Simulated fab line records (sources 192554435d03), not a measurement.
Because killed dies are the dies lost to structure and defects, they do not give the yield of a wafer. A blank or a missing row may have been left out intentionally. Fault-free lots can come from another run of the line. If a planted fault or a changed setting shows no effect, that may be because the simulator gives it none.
fab line records    flow n5_finfet
[record] lots = 7  wafers = 21
route steps=1938 shown BEOL_M13@1685 BEOL_M14@1753 BEOL_M15@1801 MIM_BOT_LITHO@1858 MIM_BOT_ETCH@1868
start_h: start of the lot's first displayed wafer, in hours after the record's first day    wait_h: hours elapsed since this lot's preceding step    " as in the row above    L1.1+2: one row covering several wafers at once    - no value, or no start was given    * or withheld: withheld    < > ~ a bound
route shown NAME@n: names a module that has steps shown in the file, with the first one's number in the route    usual: mean and standard deviation over wafers with no fault    same: alike in all rows    chamber/n: place in a boat    sites: each site's reading    _std_site: how widely they spread, as a standard deviation    _edge_site: outer sites' mean less inner sites'    radius_mm: how far each site lies from the wafer's centre    mask NAME#n: copy n    behind: the last tool/chamber to shape the wafer    hold: reason for holding the lot/hours on hold/outcome of the hold    device: the transistor (n, p or np) that didn't switch    end of line: tests of these same wafers at the route's end    for a step that has no rows: nothing shown but its recipe    killed: dies that structure and defects cost at the first sort, which is not the same as the wafer's yield    map: dies across one wafer; x = killed, . = not, _ = none there
set.NAME: setting as actually run; set.NAME@STEP: the setting as run at that earlier step    model.NAME: the simulator's own value behind a step, which no gauge read
lots where settings were altered on purpose, with a table for each step and a row for each wafer
[[steps]]
[step N5_BEOL_M13_EXPOSE_25]
[recipe] mask_id = M13  na = 0.93  source_shape = conventional  sigma_outer = 0.4  polarization = unpolarized  target_cd_nm = 210  dose_mj = 22
lot.wafer   tool            chamber  start_h  wait_h  mask   set.dose_mj
L074.1      krf_scanner-02  0        246.52   -       M13#0  22.88
L074.3+6    "               0        "        "       M13#0  22
L080.1+2    krf_scanner-01  0        291.59   -       M13#0  20.59
L080.6      "               0        "        "       M13#0  22
L087.2+4    krf_scanner-01  0        327.73   -       M13#0  21.55
L087.5      "               0        "        "       M13#0  22
L090.1+3+6  krf_scanner-01  0        345.37   -       M13#0  22
L088.2+5+6  krf_scanner-02  0        356.52   -       M13#0  22
L095.3+6    krf_scanner-01  0        365.54   -       M13#0  22.78
L095.4      "               0        "        "       M13#0  22
L093.1+4    krf_scanner-01  0        389.73   -       M13#0  23.25
L093.6      "               0        "        "       M13#0  22
[step N5_BEOL_M13_PEB_26]
[recipe] peb_temp_c = 130  peb_time_s = 90
[step N5_BEOL_M13_DEVELOP_27]
[recipe] develop_time_s = 45  rinse_liquid = diw  dry = air_spin  dev_temp_c = 21
[step N5_BEOL_M13_HARDBAKE_32]
[recipe] temp_c = 130  time_s = 120
[step N5_BEOL_M13_CD_MEAS_28]
[recipe] target_cd_nm = 209.5  landing_energy_ev = 500  detector = se_inlens
[usual] cd_nm = 210.0/1.2
lot.wafer  tool       chamber  start_h  wait_h  set.dose_mj@BEOL_M13_EXPOSE_25  cd_nm
L074.1     cd_sem-01  0        246.69   -       22.88                           211.4
L074.3     "          0        "        "       22                              208.4
L074.6     "          0        "        "       22                              209.3
L080.1     cd_sem-03  0        291.76   -       20.59                           203.8
L080.2     "          0        "        "       20.59                           204.0
L080.6     "          0        "        "       22                              209.8
L087.2     cd_sem-02  0        327.90   -       21.55                           207.6
L087.4     "          0        "        "       21.55                           207.6
L087.5     "          0        "        "       22                              209.4
L090.1     cd_sem-02  0        345.54   -       22                              211.8
L090.3     "          0        "        "       22                              210.6
L090.6     "          0        "        "       22                              210.0
L088.2     cd_sem-01  0        356.69   -       22                              209.0
L088.5     "          0        "        "       22                              209.9
L088.6     "          0        "        "       22                              208.5
L095.3     cd_sem-01  0        365.71   -       22.78                           214.0
L095.4     "          0        "        "       22                              210.9
L095.6     "          0        "        "       22.78                           213.6
L093.1     cd_sem-01  0        389.90   -       23.25                           214.7
L093.4     "          0        "        "       23.25                           215.0
L093.6     "          0        "        "       22                              208.8
[step N5_BEOL_M13_DESCUM_33]
[recipe] chemistry = O2  time_s = 7.9  source_power_w = 50  bias_power_w = 20  pressure_mtorr = 20  rf_frequency_hz = 2.712e+07  temp_c = 40  o2_flow_sccm = 225
lot.wafer  tool         chamber  start_h  wait_h  set.time_s  set.dose_mj@BEOL_M13_EXPOSE_25  model.BEOL_M13.cd_nm
L074.1     rie_diel-05  3        246.97   0.2     6.961       22.88                           211.4
L074.3     "            2        "        "       7.9         22                              208
L074.6     "            3        "        "       6.961       22                              209.2
L080.1     rie_diel-05  0        291.85   0.0     7.9         20.59                           204
L080.2     "            1        "        "       6.362       20.59                           204
L080.6     "            0        "        "       7.9         22                              210
L087.2     rie_diel-04  3        328.04   0.1     8.504       21.55                           207.8
L087.4     "            3        "        "       7.9         21.55                           207.6
L087.5     "            2        "        "       8.504       22                              209.6
L090.1     rie_diel-05  2        345.85   0.2     7.9         22                              212
L090.3     "            3        "        "       7.9         22                              210.6
L090.6     "            2        "        "       7.9         22                              210.2
L088.2     rie_diel-04  2        356.77   0.0     8.512       22                              209.2
L088.5     "            0        "        "       8.512       22                              209.8
L088.6     "            3        "        "       7.9         22                              208.8
L095.3     rie_diel-03  0        365.79   0.0     7.9         22.78                           214
L095.4     "            2        "        "       7.9         22                              210.8
L095.6     "            1        "        "       7.9         22.78                           213.6
L093.1     rie_diel-04  2        390.14   0.2     7.9         23.25                           214.8
L093.4     "            1        "        "       7.9         23.25                           215.2
L093.6     "            0        "        "       7.9         22                              209
[step N5_BEOL_M13_ETCH_67]
[recipe] chemistry = CF4  target = SiARC  target_depth_a = 1430  time_s = 238.3  ion_energy_ev = 80  pressure_mtorr = 40  source_w = 545  bias_w = 36  Ar_flow_sccm = 100  cf4_flow_sccm = 100  ends = cleared
lot.wafer  tool         chamber  start_h  wait_h  set.dose_mj@BEOL_M13_EXPOSE_25  model.BEOL_M13.cd_nm
L074.1     rie_diel-05  3        247.00   0.0     22.88                           212
L074.3     "            2        "        "       22                              208.2
L074.6     "            3        "        "       22                              210.4
L080.1     rie_diel-05  0        291.89   0.0     20.59                           205.6
L080.2     "            1        "        "       20.59                           204.4
L080.6     "            0        "        "       22                              211
L087.2     rie_diel-04  3        328.07   0.0     21.55                           208.2
L087.4     "            3        "        "       21.55                           208.4
L087.5     "            2        "        "       22                              210
L090.1     rie_diel-05  2        345.88   0.0     22                              213.2
L090.3     "            3        "        "       22                              211.8
L090.6     "            2        "        "       22                              211
L088.2     rie_diel-04  2        356.81   0.0     22                              210.2
L088.5     "            0        "        "       22                              209.8
L088.6     "            3        "        "       22                              209.4
L095.3     rie_diel-03  0        365.83   0.0     22.78                           214.8
L095.4     "            2        "        "       22                              212.2
L095.6     "            1        "        "       22.78                           215
L093.1     rie_diel-04  3        390.18   0.0     23.25                           215.2
L093.4     "            2        "        "       23.25                           216.2
L093.6     "            0        "        "       22                              209.6
[step N5_BEOL_M14_TRENCH_ETCH_34]
[recipe] chemistry = C4F8/O2/Ar  target = SiO2  target_depth_a = 5566.5  mask_material = SOC  he_inner_torr = 15  he_outer_torr = 30  time_s = 126.9  ion_energy_ev = 800  pressure_mtorr = 20  source_w = 1905  bias_w = 2040  Ar_flow_sccm = 400  C4F8_flow_sccm = 16  O2_flow_sccm = 12
lot.wafer  tool         chamber  start_h  wait_h  set.time_s  model.etch.depth_nm
L074.1     rie_diel-02  3        252.39   0.0     116.6       514.1
L074.3     "            2        "        "       126.9       554.5
L074.6     "            3        "        "       116.6       515.3
L080.1     rie_diel-01  3        300.27   0.0     126.9       569.6
L080.2     "            2        "        "       126.9       564.6
L080.6     "            2        "        "       126.9       561.7
L087.2     rie_diel-02  0        335.94   0.0     152.4       659.1
L087.4     "            1        "        "       126.9       538.5
L087.5     "            3        "        "       126.9       568.4
L090.1     rie_diel-06  1        351.63   0.0     126.9       535.5
L090.3     "            3        "        "       126.9       566.6
L090.6     "            1        "        "       126.9       541.4
L088.2     rie_diel-06  0        366.82   0.0     126.9       570.6
L088.5     "            0        "        "       126.9       567.6
L088.6     "            1        "        "       126.9       540
L095.3     rie_diel-02  2        371.30   0.0     143.4       622.7
L095.4     "            1        "        "       126.9       538.6
L095.6     "            1        "        "       126.9       536.9
L093.1     rie_diel-02  1        394.71   0.0     126.9       530
L093.4     "            3        "        "       126.9       571.6
L093.6     "            1        "        "       143.5       603.5
[step N5_BEOL_M14_STRIP_70]
[recipe] chemistry = C4F8/O2/Ar  resist = SiARC  rf_frequency_hz = 6e+07
[step N5_BEOL_M14_OCD_MEAS_35]
[usual] trench_depth_nm = 556/14
lot.wafer  tool    chamber  start_h  wait_h  set.time_s@BEOL_M14_TRENCH_ETCH_34  trench_depth_nm
L074.1     ocd-02  -        252.55   0.0     116.6                               515
L074.3     "       -        "        "       126.9                               554
L074.6     "       -        "        "       116.6                               516
L080.1     ocd-01  -        300.42   0.0     126.9                               570
L080.2     "       -        "        "       126.9                               565
L080.6     "       -        "        "       126.9                               562
L087.2     ocd-02  -        336.10   0.0     152.4                               659
L087.4     "       -        "        "       126.9                               538
L087.5     "       -        "        "       126.9                               569
L090.1     ocd-01  -        351.78   0.0     126.9                               535
L090.3     "       -        "        "       126.9                               567
L090.6     "       -        "        "       126.9                               541
L088.2     ocd-02  -        366.98   0.0     126.9                               571
L088.5     "       -        "        "       126.9                               568
L088.6     "       -        "        "       126.9                               540
L095.3     ocd-02  -        371.46   0.0     143.4                               623
L095.4     "       -        "        "       126.9                               538
L095.6     "       -        "        "       126.9                               537
L093.1     ocd-01  -        394.86   0.0     126.9                               530
L093.4     "       -        "        "       126.9                               572
L093.6     "       -        "        "       143.5                               603
[step N5_BEOL_M14_SPUTTER_45]
[recipe] material = Cu  target_thk_a = 1000  temp_c = -20  bias_v = 60  power_w = 26000  chamber_pressure_pa = 0.13  time_s = 16.67
lot.wafer   tool            chamber  start_h  wait_h  set.time_s
L074.1+3+6  pvd_sputter-03  -        257.73   0.0     16.67
L080.1      pvd_sputter-02  -        301.74   0.0     16.67
L080.2+6    "               -        "        "       15.43
L087.2      pvd_sputter-03  -        336.78   0.0     17.94
L087.4+5    "               -        "        "       16.67
L090.1+3+6  pvd_sputter-02  -        352.86   0.0     16.67
L088.2+5    pvd_sputter-03  -        371.21   0.0     16.67
L088.6      "               -        "        "       17.89
L095.3      pvd_sputter-03  -        373.85   0.0     16.67
L095.4+6    "               -        "        "       14.75
L093.1+4+6  pvd_sputter-01  -        395.78   0.0     16.67
[step N5_BEOL_M14_ECD_47]
[recipe] material = Cu  target_thk_a = 12480
[step N5_BEOL_M14_ANNEAL_48]
[recipe] temp_c = 225  time_s = 90  ambient = N2
[step N5_BEOL_M14_PRE_CLEAN_52]
[recipe] gas = NH3  time_s = 15  temp_c = withheld  rf_power_w = 300
[step N5_BEOL_M14_DEP_53]
[recipe] material = SiCN  target_thk_a = 500  temp_c = withheld  precursor = 3MS/NH3  pressure_torr = 3  rf_w = 675  time_s = 17.8
[step N5_BEOL_M14_RS_MEAS_54]
[recipe] thk_meas_gauge = four-point-probe  reads = Cu_of_BEOL_M14_ECD_47+Ta_of_BEOL_M14_SPUTTER_44+TaN_of_BEOL_M14_SPUTTER_43
[usual] M14_RS = 0.0334/0.00089
lot.wafer  tool           chamber  start_h  wait_h  set.time_s@BEOL_M14_TRENCH_ETCH_34  M14_RS[ohm/sq]
L074.1     film_metro-01  -        258.76   0.0     116.6                               0.0360
L074.3     "              -        "        "       126.9                               0.0334
L074.6     "              -        "        "       116.6                               0.0359
L080.1     film_metro-02  -        302.77   0.0     126.9                               0.0324
L080.2     "              -        "        "       126.9                               0.0328
L080.6     "              -        "        "       126.9                               0.0330
L087.2     film_metro-02  -        338.03   0.1     152.4                               0.0279
L087.4     "              -        "        "       126.9                               0.0343
L087.5     "              -        "        "       126.9                               0.0326
L090.1     film_metro-01  -        353.89   0.0     126.9                               0.0346
L090.3     "              -        "        "       126.9                               0.0325
L090.6     "              -        "        "       126.9                               0.0342
L088.2     film_metro-01  -        372.26   0.1     126.9                               0.0324
L088.5     "              -        "        "       126.9                               0.0326
L088.6     "              -        "        "       126.9                               0.0343
L095.3     film_metro-02  -        374.92   0.1     143.4                               0.0297
L095.4     "              -        "        "       126.9                               0.0345
L095.6     "              -        "        "       126.9                               0.0345
L093.1     film_metro-02  -        396.86   0.1     126.9                               0.0351
L093.4     "              -        "        "       126.9                               0.0324
L093.6     "              -        "        "       143.5                               0.0306
[step N5_BEOL_M15_PEB_26]
[recipe] peb_temp_c = 130  peb_time_s = 90
lot.wafer   tool            chamber  start_h  wait_h  set.peb_temp_c
L074.1+6    litho_track-05  0        260.84   0.1     131.1
L074.3      "               0        "        "       130
L080.1      litho_track-04  0        304.85   0.1     131.5
L080.2+6    "               0        "        "       130
L087.2+4    litho_track-04  0        340.11   0.0     132.1
L087.5      "               0        "        "       130
L090.1+3+6  litho_track-04  0        356.14   0.1     130
L088.2+5+6  litho_track-05  0        374.63   0.0     130
L095.3+4    litho_track-02  0        378.16   0.0     130
L095.6      "               0        "        "       128.6
L093.1      litho_track-04  0        399.05   0.1     130
L093.4+6    "               0        "        "       128.5
[step N5_BEOL_M15_DEVELOP_27]
[recipe] develop_time_s = 45  rinse_liquid = diw  dry = air_spin  dev_temp_c = 21
[step N5_BEOL_M15_HARDBAKE_32]
[recipe] temp_c = 130  time_s = 120
[step N5_BEOL_M15_CD_MEAS_28]
[recipe] target_cd_nm = 407.6  landing_energy_ev = 500  detector = se_inlens
[usual] cd_nm = 409.2/1.6
lot.wafer  tool       chamber  start_h  wait_h  set.peb_temp_c@BEOL_M15_PEB_26  cd_nm
L074.1     cd_sem-02  0        260.96   -       131.1                           413.9
L074.3     "          0        "        "       130                             409.0
L074.6     "          0        "        "       131.1                           412.2
L080.1     cd_sem-02  0        304.97   -       131.5                           413.4
L080.2     "          0        "        "       130                             408.7
L080.6     "          0        "        "       130                             409.7
L087.2     cd_sem-01  0        340.23   -       132.1                           413.7
L087.4     "          0        "        "       132.1                           415.7
L087.5     "          0        "        "       130                             409.3
L090.1     cd_sem-01  0        356.25   -       130                             406.8
L090.3     "          0        "        "       130                             407.2
L090.6     "          0        "        "       130                             407.1
L088.2     cd_sem-03  0        374.75   -       130                             408.7
L088.5     "          0        "        "       130                             408.5
L088.6     "          0        "        "       130                             408.9
L095.3     cd_sem-02  0        378.27   -       130                             408.1
L095.4     "          0        "        "       130                             408.6
L095.6     "          0        "        "       128.6                           402.8
L093.1     cd_sem-01  0        399.16   -       130                             409.1
L093.4     "          0        "        "       128.5                           400.1
L093.6     "          0        "        "       128.5                           403.5
[step N5_BEOL_M15_DESCUM_33]
[recipe] chemistry = O2  time_s = 7.9  source_power_w = 50  bias_power_w = 20  pressure_mtorr = 20  rf_frequency_hz = 2.712e+07  temp_c = 40  o2_flow_sccm = 225
lot.wafer  tool         chamber  start_h  wait_h  set.peb_temp_c@BEOL_M15_PEB_26  model.BEOL_M15.cd_nm
L074.1     rie_diel-05  3        261.10   0.1     131.1                           413.6
L074.3     "            0        "        "       130                             409
L074.6     "            3        "        "       131.1                           412.2
L080.1     rie_diel-05  3        305.06   0.0     131.5                           413.4
L080.2     "            2        "        "       130                             409
L080.6     "            3        "        "       130                             410
L087.2     rie_diel-05  2        340.32   0.0     132.1                           414.2
L087.4     "            3        "        "       132.1                           415.6
L087.5     "            0        "        "       130                             409.2
L090.1     rie_diel-04  3        356.34   0.0     130                             407.2
L090.3     "            1        "        "       130                             407
L090.6     "            3        "        "       130                             407.4
L088.2     rie_diel-03  2        375.32   0.5     130                             408.6
L088.5     "            3        "        "       130                             408.4
L088.6     "            0        "        "       130                             408.8
L095.3     rie_diel-03  0        378.36   0.0     130                             408
L095.4     "            1        "        "       130                             408.4
L095.6     "            0        "        "       128.6                           402.6
L093.1     rie_diel-03  3        399.55   0.3     130                             409.4
L093.4     "            0        "        "       128.5                           400
L093.6     "            2        "        "       128.5                           403.6
[step N5_BEOL_M15_ETCH_61]
[recipe] chemistry = N2/H2  target = BARC  target_depth_a = 890  overetch_a = 267  time_s = 67.9  ion_energy_ev = 200  pressure_mtorr = 30  source_w = 840  bias_w = 150  n2_flow_sccm = 200  h2_flow_sccm = 200
lot.wafer  tool         chamber  start_h  wait_h  set.time_s  set.peb_temp_c@BEOL_M15_PEB_26  model.coat_of_BEOL_M15_COAT_22.thk_nm  model.BEOL_M15.cd_nm
L074.1     rie_diel-05  3        261.13   0.0     67.9        131.1                           720.4                                  406.2
L074.3     "            0        "        "       67.9        130                             721.6                                  402.6
L074.6     "            3        "        "       80.2        131.1                           707                                    407.2
L080.1     rie_diel-05  3        305.09   0.0     67.9        131.5                           719.8                                  405.2
L080.2     "            2        "        "       67.9        130                             723                                    401
L080.6     "            3        "        "       67.9        130                             719.2                                  402.4
L087.2     rie_diel-05  2        340.35   0.0     57.31       132.1                           726.4                                  405.2
L087.4     "            3        "        "       67.9        132.1                           718                                    408.4
L087.5     "            0        "        "       57.31       130                             726.4                                  400.6
L090.1     rie_diel-04  3        356.38   0.0     67.9        130                             716                                    399.8
L090.3     "            1        "        "       67.9        130                             719                                    398.4
L090.6     "            3        "        "       67.9        130                             716.8                                  399.8
L088.2     rie_diel-03  2        375.36   0.0     67.9        130                             721                                    400.6
L088.5     "            3        "        "       75.99       130                             708                                    402.6
L088.6     "            0        "        "       67.9        130                             721                                    400.4
L095.3     rie_diel-03  0        378.39   0.0     56.1        130                             728.6                                  396.6
L095.4     "            1        "        "       56.1        130                             727.8                                  398.4
L095.6     "            0        "        "       67.9        128.6                           718.2                                  394
L093.1     rie_diel-03  3        399.59   0.0     67.9        130                             717.6                                  401
L093.4     "            0        "        "       67.9        128.5                           721.2                                  391
L093.6     "            2        "        "       67.9        128.5                           719                                    395.2
[step N5_BEOL_M15_TRENCH_ETCH_34]
[recipe] chemistry = C4F8/O2/Ar  target = SiO2  target_depth_a = 8729.3  he_inner_torr = 15  he_outer_torr = 30  time_s = 199  ion_energy_ev = 800  pressure_mtorr = 20  source_w = 1905  bias_w = 2040  Ar_flow_sccm = 400  C4F8_flow_sccm = 16  O2_flow_sccm = 12
lot.wafer  tool         chamber  start_h  wait_h  set.peb_temp_c@BEOL_M15_PEB_26  model.BEOL_M15.cd_nm
L074.1     rie_diel-05  3        261.18   0.0     131.1                           405.8
L074.3     "            0        "        "       130                             402.6
L074.6     "            3        "        "       131.1                           406.8
L080.1     rie_diel-05  3        305.15   0.0     131.5                           405.4
L080.2     "            2        "        "       130                             401.2
L080.6     "            3        "        "       130                             402.8
L087.2     rie_diel-05  2        340.40   0.0     132.1                           404.8
L087.4     "            3        "        "       132.1                           408
L087.5     "            0        "        "       130                             400.4
L090.1+6   rie_diel-04  3        356.43   0.0     130                             400
L090.3     "            1        "        "       130                             398
L088.2     rie_diel-03  2        375.41   0.0     130                             400.2
L088.5     "            3        "        "       130                             401.4
L088.6     "            0        "        "       130                             400.6
L095.3     rie_diel-03  0        378.44   0.0     130                             396.6
L095.4     "            1        "        "       130                             398.6
L095.6     "            0        "        "       128.6                           394.2
L093.1     rie_diel-03  3        399.64   0.0     130                             400
L093.4     "            0        "        "       128.5                           391
L093.6     "            2        "        "       128.5                           394.6
[step N5_MIM_BOT_LITHO_EXPOSE_05]
[recipe] mask_id = MIM_BOT  na = 0.55  source_shape = conventional  sigma_outer = 0.8  polarization = unpolarized  dose_mj = 24.25
lot.wafer   tool            chamber  start_h  wait_h  mask       set.dose_mj
L074.1      krf_scanner-02  0        276.52   -       MIM_BOT#0  24.25
L074.3+6    "               0        "        "       MIM_BOT#0  25.52
L080.1+2+6  krf_scanner-02  0        312.95   -       MIM_BOT#0  24.25
L087.2      krf_scanner-02  0        348.93   -       MIM_BOT#0  24.25
L087.4+5    "               0        "        "       MIM_BOT#0  25.99
L090.1+3+6  krf_scanner-01  0        367.25   -       MIM_BOT#0  24.25
L088.2+6    krf_scanner-02  0        385.81   -       MIM_BOT#0  25.25
L088.5      "               0        "        "       MIM_BOT#0  24.25
L095.3+4    krf_scanner-01  0        387.67   -       MIM_BOT#0  24.25
L095.6      "               0        "        "       MIM_BOT#0  25.21
L093.1+6    krf_scanner-02  0        407.24   -       MIM_BOT#0  24.25
L093.4      "               0        "        "       MIM_BOT#0  25.05
[step N5_MIM_BOT_LITHO_PEB_06]
[recipe] peb_temp_c = withheld  peb_time_s = *
[step N5_MIM_BOT_LITHO_DEVELOP_07]
[recipe] develop_time_s = 60  rinse_liquid = diw  dry = air_spin  dev_temp_c = 21
[step N5_MIM_BOT_LITHO_HARDBAKE_09]
[recipe] temp_c = 130  time_s = 120
[step N5_MIM_BOT_LITHO_CD_MEAS_08]
[recipe] target_cd_nm = 3000  landing_energy_ev = 500  detector = se_inlens  polarity = opening
[usual] cd_nm = 2999.4/2.1
lot.wafer  tool       chamber  start_h  wait_h  set.dose_mj@MIM_BOT_LITHO_EXPOSE_05  cd_nm
L074.1     cd_sem-02  0        276.70   -       24.25                                2999.5
L074.3     "          0        "        "       25.52                                3008.5
L074.6     "          0        "        "       25.52                                3008.4
L080.1     cd_sem-02  0        313.13   -       24.25                                2999.4
L080.2     "          0        "        "       24.25                                2999.9
L080.6     "          0        "        "       24.25                                3000.0
L087.2     cd_sem-03  0        349.10   -       24.25                                2999.2
L087.4     "          0        "        "       25.99                                3014.1
L087.5     "          0        "        "       25.99                                3012.7
L090.1     cd_sem-01  0        367.43   -       24.25                                2997.8
L090.3     "          0        "        "       24.25                                2999.9
L090.6     "          0        "        "       24.25                                3000.1
L088.2     cd_sem-01  0        385.98   -       25.25                                3007.7
L088.5     "          0        "        "       24.25                                2998.0
L088.6     "          0        "        "       25.25                                3007.2
L095.3     cd_sem-01  0        387.84   -       24.25                                2997.1
L095.4     "          0        "        "       24.25                                3003.6
L095.6     "          0        "        "       25.21                                3006.0
L093.1     cd_sem-03  0        407.42   -       24.25                                2999.1
L093.4     "          0        "        "       25.05                                3006.8
L093.6     "          0        "        "       24.25                                2998.7
[step N5_MIM_BOT_ETCH_ETCH_00]
[recipe] chemistry = Cl2/BCl3  target = TiN  target_depth_a = 455  ion_energy_ev = 150  pressure_mtorr = 10  icp_w = 1000  bias_w = 126  Cl2_flow_sccm = 53.25  bcl3_flow_sccm = 21.75  Ar_flow_sccm = 25
lot.wafer  tool          chamber  start_h  wait_h  set.bias_w  model.etch.depth_nm
L074.1     rie_metal-03  1        277.12   0.1     126         44.81
L074.3     "             1        "        "       126         44.58
L074.6     "             1        "        "       126         44.95
L080.1     rie_metal-01  0        313.64   0.1     148.5       47.22
L080.2     "             1        "        "       148.5       49.15
L080.6     "             1        "        "       126         46.1
L087.2     rie_metal-03  1        349.43   0.1     126         44.63
L087.4     "             0        "        "       126         46.26
L087.5     "             0        "        "       108         43.8
L090.1     rie_metal-02  1        367.77   0.1     126         46
L090.3     "             1        "        "       126         46.06
L090.6     "             1        "        "       126         45.8
L088.2     rie_metal-03  0        386.34   0.1     142.4       48.54
L088.5     "             0        "        "       126         46.41
L088.6     "             1        "        "       126         45.14
L095.3     rie_metal-02  1        388.41   0.1     146.5       48.74
L095.4     "             0        "        "       126         46.18
L095.6     "             0        "        "       146.5       48.79
L093.1     rie_metal-02  0        407.86   0.1     126         45.9
L093.4     "             0        "        "       126         46.19
L093.6     "             0        "        "       126         45.57
[[key]]
[split] step = N5_BEOL_M13_EXPOSE_25  setting = dose_mj  stated = 22  by = wafer
[response] step = N5_BEOL_M13_CD_MEAS_28  reading = cd_nm  change = +0.911  per = 1%  r = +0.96
[response] step = N5_BEOL_M13_DESCUM_33  reading = model.BEOL_M13.cd_nm  change = +0.926  per = 1%  r = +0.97
[response] step = N5_BEOL_M13_ETCH_67  reading = model.BEOL_M13.cd_nm  change = +0.914  per = 1%  r = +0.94
[split] step = N5_BEOL_M13_DESCUM_33  setting = time_s  stated = 7.9  by = wafer
response none clear
[split] step = N5_BEOL_M14_TRENCH_ETCH_34  setting = time_s  stated = 126.9  by = wafer
[response] step = N5_BEOL_M14_TRENCH_ETCH_34  reading = model.etch.depth_nm  change = +5.24  per = 1%  r = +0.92
[response] step = N5_BEOL_M14_OCD_MEAS_35  reading = trench_depth_nm  change = +5.21  per = 1%  r = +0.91
[response] step = N5_BEOL_M14_RS_MEAS_54  reading = M14_RS  change = -0.000292  per = 1%  r = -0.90
[split] step = N5_BEOL_M14_SPUTTER_45  setting = time_s  stated = 16.67  by = wafer
response none clear
[split] step = N5_BEOL_M15_PEB_26  setting = peb_temp_c  stated = 130  by = wafer
[response] step = N5_BEOL_M15_CD_MEAS_28  reading = cd_nm  change = +4.41  per = 1%  r = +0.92
[response] step = N5_BEOL_M15_DESCUM_33  reading = model.BEOL_M15.cd_nm  change = +4.45  per = 1%  r = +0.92
[response] step = N5_BEOL_M15_ETCH_61  reading = model.BEOL_M15.cd_nm  change = +4.25  per = 1%  r = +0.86
[response] step = N5_BEOL_M15_TRENCH_ETCH_34  reading = model.BEOL_M15.cd_nm  change = +4.02  per = 1%  r = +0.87
[split] step = N5_BEOL_M15_ETCH_61  setting = time_s  stated = 67.9  by = wafer
[response] step = N5_BEOL_M15_ETCH_61  reading = model.coat_of_BEOL_M15_COAT_22.thk_nm  change = -0.702  per = 1%  r = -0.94
[split] step = N5_MIM_BOT_LITHO_EXPOSE_05  setting = dose_mj  stated = 24.25  by = wafer
[response] step = N5_MIM_BOT_LITHO_CD_MEAS_08  reading = cd_nm  change = +1.93  per = 1%  r = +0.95
[split] step = N5_MIM_BOT_ETCH_ETCH_00  setting = bias_w  stated = 126  by = wafer
[response] step = N5_MIM_BOT_ETCH_ETCH_00  reading = model.etch.depth_nm  change = +0.145  per = 1%  r = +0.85
